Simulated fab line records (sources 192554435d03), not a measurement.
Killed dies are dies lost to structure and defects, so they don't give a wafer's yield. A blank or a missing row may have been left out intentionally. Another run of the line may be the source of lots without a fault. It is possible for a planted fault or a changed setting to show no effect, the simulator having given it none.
Chamber matching / flow n5Finfet / N5_BEOL_M15_ETCH_61 on rieDiel-06: 4 sister chambers
The step etches BARC in N2/H2, target depth 89 nm, overetch 26.7 nm, time 67.9 s. 20 wafers are shown with their chamber, then 10 later ones without.

## WAFERS, EACH WITH ITS CHAMBER
wafer=L077.1; chamber=1; throttleValvePct (%)=17.76; showerheadPlenumPTorr (Torr)=2.70; oesProductAu (a.u.)=0.80
wafer=L077.3; chamber=3; throttleValvePct (%)=18.37; showerheadPlenumPTorr (Torr)=2.46; oesProductAu (a.u.)=0.70
wafer=L077.6; chamber=1; throttleValvePct (%)=17.76; showerheadPlenumPTorr (Torr)=2.70; oesProductAu (a.u.)=0.80
wafer=L075.2; chamber=0; throttleValvePct (%)=17.46; showerheadPlenumPTorr (Torr)=2.58; oesProductAu (a.u.)=0.72
wafer=L075.4; chamber=3; throttleValvePct (%)=18.36; showerheadPlenumPTorr (Torr)=2.46; oesProductAu (a.u.)=0.70
wafer=L075.6; chamber=1; throttleValvePct (%)=17.74; showerheadPlenumPTorr (Torr)=2.70; oesProductAu (a.u.)=0.80
wafer=L079.3; chamber=2; throttleValvePct (%)=17.71; showerheadPlenumPTorr (Torr)=2.64; oesProductAu (a.u.)=0.62
wafer=L079.4; chamber=1; throttleValvePct (%)=17.75; showerheadPlenumPTorr (Torr)=2.69; oesProductAu (a.u.)=0.79
wafer=L079.6; chamber=1; throttleValvePct (%)=17.75; showerheadPlenumPTorr (Torr)=2.69; oesProductAu (a.u.)=0.79
wafer=L080.1; chamber=1; throttleValvePct (%)=17.73; showerheadPlenumPTorr (Torr)=2.69; oesProductAu (a.u.)=0.78
wafer=L080.3; chamber=0; throttleValvePct (%)=17.47; showerheadPlenumPTorr (Torr)=2.57; oesProductAu (a.u.)=0.71
wafer=L080.6; chamber=1; throttleValvePct (%)=17.75; showerheadPlenumPTorr (Torr)=2.69; oesProductAu (a.u.)=0.78
wafer=L081.2; chamber=3; throttleValvePct (%)=18.38; showerheadPlenumPTorr (Torr)=2.46; oesProductAu (a.u.)=0.69
wafer=L081.3; chamber=0; throttleValvePct (%)=17.46; showerheadPlenumPTorr (Torr)=2.57; oesProductAu (a.u.)=0.70
wafer=L081.5; chamber=1; throttleValvePct (%)=17.76; showerheadPlenumPTorr (Torr)=2.69; oesProductAu (a.u.)=0.79
wafer=L074.1; chamber=2; throttleValvePct (%)=17.72; showerheadPlenumPTorr (Torr)=2.64; oesProductAu (a.u.)=0.61
wafer=L074.5; chamber=1; throttleValvePct (%)=17.75; showerheadPlenumPTorr (Torr)=2.69; oesProductAu (a.u.)=0.79
wafer=L074.6; chamber=2; throttleValvePct (%)=17.72; showerheadPlenumPTorr (Torr)=2.64; oesProductAu (a.u.)=0.62
wafer=L082.1; chamber=1; throttleValvePct (%)=17.76; showerheadPlenumPTorr (Torr)=2.69; oesProductAu (a.u.)=0.78
wafer=L082.2; chamber=0; throttleValvePct (%)=17.46; showerheadPlenumPTorr (Torr)=2.57; oesProductAu (a.u.)=0.71

SIGNATURES, as means of the wafers listed above
reading=throttleValvePct; chamber 0=17.4625; chamber 1=17.7510; chamber 2=17.7167; chamber 3=18.3700; scatter within a chamber=0.00877
reading=showerheadPlenumPTorr; chamber 0=2.5725; chamber 1=2.6930; chamber 2=2.6400; chamber 3=2.4600; scatter within a chamber=0.00422
reading=oesProductAu; chamber 0=0.7100; chamber 1=0.7900; chamber 2=0.6167; chamber 3=0.6967; scatter within a chamber=0.00764
Rule: for a wafer and a chamber, the distance is found by dividing, reading by reading, the gap between the wafer's reading and the chamber's mean by the reading's scatter, squaring, summing and taking the root. The wafer belongs to the nearest chamber; if the next one is less than 2 further off, it can't be placed. The scatter is the square root of a quotient: the sum, over the shown wafers, of each reading's squared deviation from its chamber's mean, divided by wafers minus chambers.

## WAFERS MISSING THEIR CHAMBER
wafer=L082.4; throttleValvePct (%)=18.40; showerheadPlenumPTorr (Torr)=2.46; oesProductAu (a.u.)=0.68
wafer=L085.2; throttleValvePct (%)=18.38; showerheadPlenumPTorr (Torr)=2.46; oesProductAu (a.u.)=0.69
wafer=L085.3; throttleValvePct (%)=17.75; showerheadPlenumPTorr (Torr)=2.64; oesProductAu (a.u.)=0.62
wafer=L085.6; throttleValvePct (%)=17.77; showerheadPlenumPTorr (Torr)=2.69; oesProductAu (a.u.)=0.77
wafer=L091.3; throttleValvePct (%)=18.42; showerheadPlenumPTorr (Torr)=2.45; oesProductAu (a.u.)=0.67
wafer=L091.5; throttleValvePct (%)=18.41; showerheadPlenumPTorr (Torr)=2.45; oesProductAu (a.u.)=0.68
wafer=L091.6; throttleValvePct (%)=17.50; showerheadPlenumPTorr (Torr)=2.57; oesProductAu (a.u.)=0.69
wafer=L097.2; throttleValvePct (%)=17.78; showerheadPlenumPTorr (Torr)=2.63; oesProductAu (a.u.)=0.59
wafer=L097.4; throttleValvePct (%)=17.82; showerheadPlenumPTorr (Torr)=2.68; oesProductAu (a.u.)=0.74
wafer=L097.5; throttleValvePct (%)=17.52; showerheadPlenumPTorr (Torr)=2.56; oesProductAu (a.u.)=0.68

## THE CHAMBER EACH PASSED THROUGH
wafer=L082.4; from the rows above=3; in truth=3
wafer=L085.2; from the rows above=3; in truth=3
wafer=L085.3; from the rows above=2; in truth=2
wafer=L085.6; from the rows above=1; in truth=1
wafer=L091.3; from the rows above=3; in truth=3
wafer=L091.5; from the rows above=3; in truth=3
wafer=L091.6; from the rows above=0; in truth=0
wafer=L097.2; from the rows above=2; in truth=2
wafer=L097.4; from the rows above=1; in truth=1
wafer=L097.5; from the rows above=0; in truth=0
Placed correctly: 10 of 10. Not placeable from these rows: 0. Placed wrongly: 0.
